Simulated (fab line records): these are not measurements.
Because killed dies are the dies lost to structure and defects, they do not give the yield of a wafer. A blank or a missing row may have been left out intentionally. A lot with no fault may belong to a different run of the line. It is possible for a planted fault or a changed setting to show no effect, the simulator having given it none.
fab line records	flow n5-finfet
record lots=6	wafers=18	last-day=17
route steps=1938 shown BEOL_M4@1052
lots with no fault: from the same line, run without faults
start-h: hours from the record's first day to the start of the lot's first wafer shown	wait-h: hours since the lot's step before	" same as the row above	L1.1+2: a row that stands for several wafers	- either no value or no given start	* or withheld: withheld	< > ~ a bound
route shown NAME@n: a module of which the file shows steps, and the number in the route of the first	usual: the fault-free wafers' mean and standard deviation	same: alike in all rows	chamber/n: place in a boat	sites: the reading at each site	_std_site: standard deviation of those values	_edge_site: inner sites' mean taken away from outer sites' mean	radius-mm: how far each site lies from the wafer's centre	mask NAME#n: copy n	behind: the tool/chamber that last shaped the wafer	hold: why the lot went on hold/how many hours it stayed there/how the hold came to an end	device: the transistor (n, p or np) that didn't switch	end of line: the route-end tests of the same wafers	for a step that has no rows: nothing shown but its recipe	killed: count of dies lost to structure and defects at first sort (not the wafer's yield)	map: dies across one wafer; x = killed, . = not, _ = none there
set.NAME: the setting that was run; set.NAME@STEP: the one run at that earlier step	model.NAME: the simulator's own value behind a step, which no gauge read
lots at some steps of the route; a table a step, a row a wafer
services: a tool's chamber out of use, with start hour (start-h, from the record's first day; less than 0 if before it), hours out, and reason
## steps
# step N5_BEOL_M4_SOFTBAKE_23
# recipe temp-c=110	time-s=60	resist=CAR-EUV
# step N5_BEOL_M4_EXPOSE_25
# recipe mask-id=V3	na=0.33	source-shape=quasar	sigma-inner=0.2	sigma-outer=0.8	polarization=unpolarized	defocus-nm=5	dose-mj=63
# step N5_BEOL_M4_PEB_26
# recipe peb-temp-c=100	peb-time-s=60	resist=CAR-EUV
# step N5_BEOL_M4_DEVELOP_27
# recipe develop-time-s=30	developer=TMAH	resist=CAR-EUV	rinse-liquid=surfactant-rinse	dry=air-spin	dev-temp-c=23
# step N5_BEOL_M4_CD_MEAS_28
# recipe target-cd-nm=26.2	landing-energy-ev=500	detector=se-inlens	target-cd-y-nm=24.1	polarity=opening
# usual cd-nm=26.14/0.23
lot.wafer	tool	chamber	start-h	wait-h	cd-nm
L378.1	cd-sem-03	0	178.79	-	26.20
L378.2	"	0	"	"	26.21
L378.5	"	0	"	"	26.20
L383.1	cd-sem-01	0	210.68	-	26.20
L383.5	"	0	"	"	26.46
L383.6	"	0	"	"	26.13
L394.1	cd-sem-01	0	262.18	-	26.24
L394.4	"	0	"	"	26.47
L394.5	"	0	"	"	26.19
L395.1	cd-sem-01	0	283.49	-	26.05
L395.3	"	0	"	"	26.32
L395.4	"	0	"	"	26.06
L396.1	cd-sem-01	0	297.32	-	26.62
L396.5	"	0	"	"	25.91
L396.6	"	0	"	"	26.34
L399.1	cd-sem-02	0	302.13	-	26.43
L399.3	"	0	"	"	26.18
L399.6	"	0	"	"	26.23
# step N5_BEOL_M4_OVL_MEAS_29
# recipe points-per-wafer=522
# usual V3_OVL=-0.3/0.59
lot.wafer	tool	chamber	start-h	wait-h	V3_OVL[nm]
L378.1	overlay-02	0	178.82	0.0	-0.4
L378.2	"	0	"	"	-0.7
L378.5	"	0	"	"	-0.4
L383.1	overlay-02	0	210.72	0.0	-0.9
L383.5	"	0	"	"	-0.5
L383.6	"	0	"	"	-0.5
L394.1	overlay-02	0	262.21	0.0	-0.6
L394.4	"	0	"	"	-1.0
L394.5	"	0	"	"	-0.5
L395.1	overlay-01	0	283.52	0.0	0.2
L395.3	"	0	"	"	0.6
L395.4	"	0	"	"	-0.2
L396.1	overlay-02	0	297.35	0.0	-0.3
L396.5	"	0	"	"	0.2
L396.6	"	0	"	"	0.1
L399.1	overlay-02	0	302.16	0.0	-0.1
L399.3	"	0	"	"	-1.0
L399.6	"	0	"	"	-0.9
# step N5_BEOL_M4_INSPECT_30
# recipe mode=adi	inspect-instrument=brightfield
# usual raw-defect-count=393/85
lot.wafer	tool	chamber	start-h	wait-h	raw-defect-count
L378.1	defect-inspect-02	-	178.87	0.1	442
L378.2	"	-	"	"	441
L378.5	"	-	"	"	397
L383.1	defect-inspect-01	-	210.77	0.1	386
L383.5	"	-	"	"	455
L383.6	"	-	"	"	479
L394.1	defect-inspect-01	-	262.27	0.1	408
L394.4	"	-	"	"	332
L394.5	"	-	"	"	327
L395.1	defect-inspect-02	-	283.58	0.1	288
L395.3	"	-	"	"	311
L395.4	"	-	"	"	287
L396.1	defect-inspect-01	-	297.41	0.1	345
L396.5	"	-	"	"	441
L396.6	"	-	"	"	308
L399.1	defect-inspect-01	-	302.23	0.1	368
L399.3	"	-	"	"	432
L399.6	"	-	"	"	442
# step N5_BEOL_M4_DESCUM_33
# recipe chemistry=O2	time-s=7	source-power-w=50	bias-power-w=20	pressure-mtorr=20	rf-frequency-hz=2.712e+07	temp-c=40	resist=CAR-EUV	o2-flow-sccm=225
# usual chamber-pressure-mTorr=20.001/0.019	drypump-motor-current-A=5.9/0.34	oes-product-au=0.83/0.079	rf-fwd-power-W=49.32/0.26	rf-vpp-V=243.8/1.2	showerhead-plenum-p-Torr=2.14/0.062	throttle-valve-pct=20.47/0.24
lot.wafer	tool	chamber	start-h	wait-h	chamber-pressure-mTorr	drypump-motor-current-A	oes-product-au	rf-fwd-power-W	rf-hours-counter-h	rf-vpp-V	showerhead-plenum-p-Torr	throttle-valve-pct
L378.1	rie-diel-02	1	178.91	0.0	19.974	5.5	0.72	49.21	207	243.8	2.16	20.78
L378.2	"	0	"	"	19.986	6.0	0.86	49.41	61	243.0	2.12	20.21
L378.5	"	1	"	"	20.023	5.5	0.73	49.31	-	243.1	2.16	20.80
L383.1	rie-diel-01	0	210.81	0.0	20.024	6.1	0.84	49.24	59	245.7	2.22	20.39
L383.5	"	1	"	"	20.008	6.1	0.95	48.96	-	243.7	2.07	20.34
L383.6	"	0	"	"	19.984	6.0	0.85	49.18	-	246.7	2.22	20.38
L394.1	rie-diel-02	3	262.31	0.0	19.972	5.5	0.83	49.49	49	244.5	2.15	20.19
L394.4	"	2	"	"	20.012	6.2	0.84	49.47	74	244.6	2.12	20.14
L394.5	"	2	"	"	20.003	6.2	0.84	49.80	-	244.3	2.12	20.15
L395.1	rie-diel-02	2	283.62	0.0	20.024	6.2	0.85	49.51	80	245.0	2.12	20.19
L395.3	"	3	"	"	19.994	5.5	0.82	49.34	56	243.2	2.15	20.19
L395.4	"	1	"	"	19.987	5.5	0.69	49.16	244	243.6	2.15	20.87
L396.1	rie-diel-02	0	297.44	0.0	20.018	6.0	0.80	49.11	100	243.9	2.11	20.27
L396.5	"	2	"	"	20.007	6.2	0.83	49.56	-	242.2	2.12	20.17
L396.6	"	3	"	"	20.025	5.5	0.81	49.42	-	244.3	2.15	20.21
L399.1	rie-diel-01	1	302.27	0.0	19.981	6.1	0.87	48.64	42	243.7	2.06	20.38
L399.3	"	3	"	"	20.008	5.3	0.82	49.34	70	245.4	2.22	20.73
L399.6	"	1	"	"	19.963	6.0	0.87	48.63	-	242.6	2.06	20.38
# step N5_BEOL_M4_ETCH_77
# recipe chemistry=N2/H2	target=underlayer	target-depth-a=65	mask-material=CAR-EUV	time-s=5.2	ion-energy-ev=200	pressure-mtorr=30	source-w=840	bias-w=150	n2-flow-sccm=200	h2-flow-sccm=200	ends=cleared
# usual chamber-pressure-mTorr=30.00/0.04	drypump-motor-current-A=5.9/0.34	etch-rf-on-time-s=5.20/0.099	oes-product-au=0.70/0.068	rf-fwd-power-W=818.7/2.5	rf-vpp-V=525.1/2.3	showerhead-plenum-p-Torr=2.58/0.069	throttle-valve-pct=17.81/0.21
lot.wafer	tool	chamber	start-h	wait-h	chamber-pressure-mTorr	drypump-motor-current-A	etch-rf-on-time-s	oes-product-au	rf-fwd-power-W	rf-hours-counter-h	rf-vpp-V	showerhead-plenum-p-Torr	throttle-valve-pct
L378.1	rie-diel-02	1	178.94	0.0	30.01	5.5	5.22	0.61	820.6	207	525.3	2.60	17.97
L378.2	"	0	"	"	29.91	6.0	5.20	0.73	820.8	61	525.5	2.58	17.62
L378.5	"	1	"	"	30.08	5.5	5.24	0.61	817.9	-	525.6	2.60	17.99
L383.1	rie-diel-01	0	210.84	0.0	30.10	6.0	5.08	0.72	822.6	59	527.5	2.70	17.79
L383.5	"	1	"	"	29.96	6.0	5.18	0.81	820.5	-	523.5	2.50	17.69
L383.6	"	0	"	"	30.02	6.0	5.11	0.72	821.5	-	528.7	2.69	17.83
L394.1	rie-diel-02	3	262.34	0.0	30.01	5.6	5.31	0.71	817.4	49	525.8	2.59	17.57
L394.4	"	2	"	"	30.00	6.2	5.19	0.72	821.9	74	523.8	2.57	17.43
L394.5	"	2	"	"	30.02	6.2	5.17	0.72	821.8	-	524.7	2.57	17.45
L395.1	rie-diel-02	2	283.65	0.0	30.07	6.2	5.18	0.70	819.5	80	524.3	2.56	17.45
L395.3	"	3	"	"	30.04	5.5	5.32	0.70	820.4	56	525.3	2.59	17.57
L395.4	"	1	"	"	30.00	5.5	5.34	0.59	820.3	244	526.3	2.58	18.02
L396.1	rie-diel-02	0	297.48	0.0	30.04	6.0	5.15	0.68	817.6	100	524.1	2.56	17.72
L396.5	"	2	"	"	29.99	6.2	5.13	0.70	816.7	-	525.5	2.56	17.44
L396.6	"	3	"	"	30.06	5.5	5.25	0.71	819.6	-	524.6	2.59	17.60
L399.1	rie-diel-01	1	302.30	0.0	29.98	6.1	5.39	0.72	819.4	42	520.6	2.48	17.73
L399.3	"	3	"	"	30.00	5.3	5.17	0.70	820.1	70	526.1	2.66	17.94
L399.6	"	1	"	"	30.01	6.1	5.32	0.73	818.5	-	523.4	2.48	17.76
# step N5_BEOL_M4_ETCH_69
# recipe chemistry=CF4	target=SiARC	target-depth-a=156	mask-material=CAR-EUV	time-s=26	ion-energy-ev=80	pressure-mtorr=40	source-w=545	bias-w=36	Ar_flow_sccm=100	cf4-flow-sccm=100	ends=cleared
# usual chamber-pressure-mTorr=40.00/0.034	drypump-motor-current-A=5.8/0.34	etch-rf-on-time-s=26.1/0.46	mfc-ar-sccm=100.04/0.29	oes-product-au=0.70/0.067	rf-fwd-power-W=531.8/1.7	rf-vpp-V=184.4/1.1	showerhead-plenum-p-Torr=2.17/0.061	throttle-valve-pct=15.56/0.3
lot.wafer	tool	chamber	start-h	wait-h	chamber-pressure-mTorr	drypump-motor-current-A	etch-rf-on-time-s	mfc-ar-sccm	oes-product-au	rf-fwd-power-W	rf-hours-counter-h	rf-vpp-V	showerhead-plenum-p-Torr	throttle-valve-pct
L378.1	rie-diel-02	1	178.96	0.0	40.02	5.5	26.4	99.79	0.62	530.3	207	185.9	2.22	16.08
L378.2	"	0	"	"	39.97	6.0	26.2	100.10	0.73	532.9	61	184.8	2.16	15.31
L378.5	"	1	"	"	40.00	5.5	26.4	99.25	0.62	530.8	-	184.6	2.22	16.09
L383.1	rie-diel-01	0	210.86	0.0	39.98	6.0	25.6	100.13	0.73	533.7	59	184.4	2.26	15.47
L383.5	"	1	"	"	40.00	6.1	26.4	100.20	0.81	530.6	-	183.9	2.09	15.29
L383.6	"	0	"	"	40.01	6.0	25.5	99.82	0.73	535.4	-	184.6	2.26	15.47
L394.1	rie-diel-02	3	262.36	0.0	40.04	5.5	26.2	100.09	0.71	533.5	49	185.1	2.18	15.20
L394.4	"	2	"	"	39.97	6.2	26.1	100.21	0.72	534.9	74	184.1	2.15	15.19
L394.5	"	2	"	"	39.97	6.2	26.0	99.65	0.72	532.5	-	183.4	2.15	15.19
L395.1	rie-diel-02	2	283.67	0.0	39.95	6.2	25.9	99.95	0.72	529.7	80	184.6	2.15	15.19
L395.3	"	3	"	"	40.05	5.5	26.0	100.17	0.71	531.2	56	184.9	2.18	15.20
L395.4	"	1	"	"	39.99	5.5	26.2	100.14	0.59	532.1	244	183.3	2.21	16.16
L396.1	rie-diel-02	0	297.49	0.0	39.95	6.0	26.2	100.39	0.69	530.0	100	184.4	2.15	15.40
L396.5	"	2	"	"	39.99	6.2	25.8	100.25	0.71	531.4	-	184.0	2.15	15.23
L396.6	"	3	"	"	40.00	5.5	26.3	100.18	0.70	531.2	-	184.0	2.18	15.21
L399.1	rie-diel-01	1	302.32	0.0	39.97	6.0	26.8	99.97	0.73	531.0	42	184.5	2.08	15.37
L399.3	"	3	"	"	39.98	5.3	25.5	100.09	0.71	531.9	70	186.1	2.26	15.77
L399.6	"	1	"	"	40.00	6.1	26.8	100.02	0.73	534.1	-	184.1	2.08	15.37
# step N5_BEOL_M4_ALD_98
# recipe material=SiO2	target-thk-a=25	temp-c=100	ald-precursor-family=BDEAS	ald-co-reactant=O2-plasma	pulse-time-s=1	co-reactant-pulse-time-s=1	purge-time-s=2	co-reactant-purge-time-s=2	ald-cycles=17	pressure-torr=2
# usual heater-power-w=83/6.6	precursor-pulse-height-rel=1.000/0.02
lot.wafer	tool	chamber	start-h	wait-h	heater-power-w	precursor-pulse-height-rel
L378.1	ald-sin-03	1	179.20	0.2	87	0.995
L378.2	"	0	"	"	83	0.980
L378.5	"	1	"	"	87	1.035
L383.1	ald-sin-03	3	210.94	0.1	95	1.006
L383.5	"	3	"	"	95	1.009
L383.6	"	2	"	"	84	1.013
L394.1	ald-sin-03	1	262.44	0.1	87	1.019
L394.4	"	2	"	"	83	0.973
L394.5	"	0	"	"	86	1.026
L395.1	ald-sin-02	1	283.92	0.2	93	1.004
L395.3	"	2	"	"	68	0.977
L395.4	"	3	"	"	77	1.030
L396.1	ald-sin-02	3	297.58	0.1	74	1.000
L396.5	"	3	"	"	75	1.009
L396.6	"	2	"	"	69	0.999
L399.1	ald-sin-04	3	302.40	0.1	79	1.039
L399.3	"	2	"	"	81	1.015
L399.6	"	0	"	"	87	1.002
# step N5_BEOL_M4_ETCHBACK_99
# recipe chemistry=CHF3	target=SiO2	target-depth-a=50	time-s=10.4	source-w=215	bias-w=47	Ar_flow_sccm=200	CHF3_flow_sccm=12	ion-energy-ev=100	pressure-mtorr=30
# usual CHF3_flow_sccm=12.00/0.035	chamber-pressure-mTorr=30.004/0.027	drypump-motor-current-A=5.8/0.34	mfc-ar-sccm=199.9/0.6	oes-product-au=0.82/0.081	rf-fwd-power-W=212.2/1	rf-vpp-V=244/3.6	showerhead-plenum-p-Torr=2.20/0.064	throttle-valve-pct=17.04/0.26
lot.wafer	tool	chamber	start-h	wait-h	CHF3_flow_sccm	chamber-pressure-mTorr	drypump-motor-current-A	mfc-ar-sccm	oes-product-au	rf-fwd-power-W	rf-hours-counter-h	rf-vpp-V	showerhead-plenum-p-Torr	throttle-valve-pct
L378.1	rie-diel-01	0	185.65	6.4	12.04	30.025	6.1	199.9	0.86	212.4	51	238	2.26	16.82
L378.2	"	2	"	"	11.98	30.008	5.9	200.3	0.69	213.1	232	245	2.21	17.27
L378.5	"	2	"	"	12.01	30.002	5.9	199.9	0.70	212.3	-	245	2.21	17.24
L383.1	rie-diel-01	1	212.81	1.8	11.97	29.998	6.1	200.5	0.94	209.7	7	246	2.11	16.78
L383.5	"	1	"	"	12.02	30.032	6.0	200.6	0.95	209.6	-	247	2.11	16.80
L383.6	"	2	"	"	11.99	30.016	5.9	199.5	0.69	211.3	-	246	2.21	17.28
L394.1	rie-diel-01	3	266.79	4.3	12.02	30.056	5.3	199.9	0.84	212.9	59	242	2.28	17.21
L394.4	"	3	"	"	12.03	30.024	5.3	200.3	0.83	213.3	-	242	2.28	17.21
L394.5	"	0	"	"	12.01	29.999	6.0	200.0	0.82	212.1	-	239	2.25	16.90
L395.1	rie-diel-01	3	284.50	0.5	12.06	30.017	5.3	200.1	0.83	214.1	65	242	2.28	17.21
L395.3	"	0	"	"	11.97	29.954	6.0	199.8	0.80	212.6	87	240	2.25	16.91
L395.4	"	2	"	"	11.98	29.994	5.9	200.9	0.98	212.3	4	244	2.20	16.87
L396.1	rie-diel-02	1	300.20	2.6	11.98	29.979	5.5	199.2	0.69	211.6	249	240	2.22	17.59
L396.5	"	1	"	"	12.00	29.984	5.5	200.1	0.69	210.1	-	241	2.22	17.58
L396.6	"	2	"	"	12.01	30.063	6.1	199.3	0.83	214.5	-	252	2.16	16.67
L399.1	rie-diel-02	2	306.42	4.0	11.98	30.036	6.2	200.7	0.83	213.3	88	251	2.16	16.69
L399.3	"	3	"	"	11.94	29.968	5.5	199.2	0.81	211.8	64	237	2.19	16.70
L399.6	"	2	"	"	11.99	30.041	6.2	199.8	0.83	213.0	-	252	2.16	16.68
# step N5_BEOL_M4_ETCH_70
# recipe chemistry=N2/H2	target=SOC	target-depth-a=800	overetch-a=240	mask-material=SiARC	temp-c=40	time-s=130	ion-energy-ev=200	pressure-mtorr=30	source-w=840	bias-w=150	n2-flow-sccm=200	h2-flow-sccm=200
# usual chamber-pressure-mTorr=30.003/0.029	drypump-motor-current-A=5.8/0.34	oes-product-au=0.60/0.056	rf-fwd-power-W=835.4/2.7	rf-vpp-V=525.5/2.2	showerhead-plenum-p-Torr=2.59/0.074	throttle-valve-pct=17.78/0.2
lot.wafer	tool	chamber	start-h	wait-h	chamber-pressure-mTorr	drypump-motor-current-A	oes-product-au	rf-fwd-power-W	rf-hours-counter-h	rf-vpp-V	showerhead-plenum-p-Torr	throttle-valve-pct	model.SiARC_of_BEOL_M4_COAT_68.thk-nm
L378.1	rie-diel-01	0	185.68	0.0	30.018	6.0	0.61	835.3	51	528.3	2.70	17.73	5.8
L378.2	"	2	"	"	30.014	5.9	0.52	833.5	232	526.2	2.60	17.87	6
L378.5	"	2	"	"	30.004	5.9	0.52	836.7	-	525.1	2.60	17.87	6
L383.1	rie-diel-01	1	212.85	0.0	29.970	6.1	0.70	836.0	7	523.4	2.50	17.66	5.8
L383.5	"	1	"	"	30.055	6.1	0.69	834.0	-	522.9	2.50	17.65	6
L383.6	"	2	"	"	30.006	5.9	0.51	838.3	-	526.5	2.60	17.89	6
L394.1	rie-diel-01	3	266.83	0.0	30.024	5.3	0.61	839.5	59	527.6	2.67	17.87	5.8
L394.4	"	3	"	"	29.998	5.3	0.61	839.9	-	528.6	2.67	17.86	8.2
L394.5	"	0	"	"	29.995	6.0	0.60	833.0	-	527.7	2.69	17.79	5.8
L395.1	rie-diel-01	3	284.54	0.0	29.967	5.3	0.61	838.3	65	527.4	2.67	17.88	5.8
L395.3	"	0	"	"	30.028	6.0	0.60	831.6	87	526.2	2.68	17.82	5.8
L395.4	"	2	"	"	29.975	5.9	0.73	833.1	4	526.4	2.59	17.50	8.2
L396.1	rie-diel-02	1	300.24	0.0	29.982	5.5	0.51	833.0	249	525.3	2.58	18.01	6
L396.5	"	1	"	"	30.036	5.5	0.52	834.2	-	525.5	2.58	18.01	6
L396.6	"	2	"	"	29.986	6.2	0.61	839.8	-	524.0	2.56	17.41	5.6
L399.1	rie-diel-02	2	306.45	0.0	29.996	6.2	0.60	839.5	89	525.1	2.56	17.38	5.6
L399.3	"	3	"	"	30.027	5.5	0.60	837.7	64	526.5	2.59	17.55	6
L399.6	"	2	"	"	30.062	6.2	0.61	839.3	-	525.9	2.56	17.41	5.8
# step N5_BEOL_M4_STRIP_71
# recipe chemistry=N2/H2	temp-c=40	n2-flow-sccm=200	h2-flow-sccm=200	rf-frequency-hz=6e+07
# step N5_BEOL_M4_RC_MEAS_101
# usual DIBL_N=36.9/1.7	DIBL_P=37.3/2.3	IOFF_N=0.16/0.033	IOFF_P=0.22/0.04	ION_N=673/12	ION_P=463/8	SS_N=71.6/0.58	SS_P=73.4/0.74	VT_N=250/3.2	VT_P=-250/3.4
lot.wafer	tool	chamber	start-h	wait-h	DIBL_N[mV/V]	DIBL_P[mV/V]	IOFF_N[nA/um]	IOFF_P[nA/um]	ION_N[uA/um]	ION_P[uA/um]	SS_N[mV/dec]	SS_P[mV/dec]	VT_N[mV]	VT_P[mV]
L378.1	prober-02	0	190.37	0.0	37.6	39.8	0.20	0.28	680	467	71.6	73.9	248	-246
L378.2	"	0	"	"	34.8	36.0	0.14	0.21	681	471	70.7	72.6	252	-249
L378.5	"	0	"	"	34.5	35.8	0.14	0.21	660	462	71.7	72.4	251	-246
L383.1	prober-01	0	218.19	0.0	37.3	37.4	0.16	0.23	674	470	71.6	73.7	250	-249
L383.5	"	0	"	"	38.1	37.7	0.16	0.22	680	471	71.7	74.2	250	-248
L383.6	"	0	"	"	36.9	36.4	0.15	0.22	655	463	71.4	73.1	251	-248
L394.1	prober-01	0	271.79	0.0	32.8	30.3	0.09	0.14	654	454	70.1	71.5	256	-254
L394.4	"	0	"	"	34.8	32.6	0.11	0.17	671	463	70.9	72.6	255	-248
L394.5	"	0	"	"	37.4	35.4	0.14	0.19	678	464	71.7	73.2	253	-250
L395.1	prober-01	0	290.80	0.0	38.8	37.5	0.17	0.21	669	456	71.9	72.7	252	-250
L395.3	"	0	"	"	39.1	39.2	0.19	0.26	684	471	72.3	74.8	246	-250
L395.4	"	0	"	"	38.8	38.8	0.19	0.27	698	480	71.7	74.0	245	-247
L396.1	prober-02	0	304.51	0.0	34.9	34.4	0.13	0.18	676	463	70.8	73.1	253	-254
L396.5	"	0	"	"	33.5	33.3	0.11	0.17	658	448	70.9	72.9	257	-256
L396.6	"	0	"	"	35.0	35.6	0.16	0.20	693	471	70.9	73.1	248	-255
L399.1	prober-02	0	310.92	0.0	36.1	35.6	0.12	0.18	661	457	71.6	72.2	255	-253
L399.3	"	0	"	"	37.0	37.3	0.14	0.21	683	468	70.8	72.8	251	-250
L399.6	"	0	"	"	35.4	35.4	0.12	0.18	666	467	71.0	72.0	256	-251
## services
tool	chamber	start-h	hours	kind
rie-diel-02	2	171.75	5.4	repair
rie-diel-01	1	172.90	-	clean
rie-diel-01	1	172.90	-	consumable-replace:focus-ring
rie-diel-01	1	172.90	20.6	scheduled-down
rie-diel-01	1	172.90	20.6	vent-cycle
ald-sin-02	-	177.93	14.0	pm
rie-diel-01	-	189.34	0.3	repair
rie-diel-01	2	218.92	9.9	repair
rie-diel-02	0	219.88	3.8	repair
rie-diel-01	2	254.45	7.3	repair
rie-diel-01	2	261.77	-	clean
rie-diel-01	2	261.77	-	consumable-replace:focus-ring
rie-diel-01	2	261.77	11.2	scheduled-down
rie-diel-01	2	261.77	11.2	vent-cycle
ald-sin-03	-	270.29	14.0	pm
ald-sin-03	0	270.29	14.0	vent-cycle
ald-sin-03	1	270.29	14.0	vent-cycle
ald-sin-03	2	270.29	14.0	vent-cycle
ald-sin-03	3	270.29	14.0	vent-cycle
ald-sin-03	0	284.29	-	clean
rie-diel-02	1	302.20	-	clean
rie-diel-02	1	302.20	-	consumable-replace:focus-ring
rie-diel-02	1	302.20	17.0	scheduled-down
rie-diel-02	1	302.20	17.0	vent-cycle
## key
first-sign none at tools or gauges
model-effect step=N5_BEOL_M4_ETCH_70	value=SiARC_of_BEOL_M4_COAT_68.thk-nm	without=5.8	struck=8.2
met-at N5_BEOL_M4_ETCH_70
struck-wafers L394.4,L395.4
onset-between 212.85 266.83
fault kind=process-parameter-drift	tool=rie-diel-01	chamber=-	onset-h=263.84	steps=N5_BEOL_M4_ETCH_70	channel=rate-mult	offset=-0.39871	shape=step	end-h=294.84	scope=struck-wafers-only
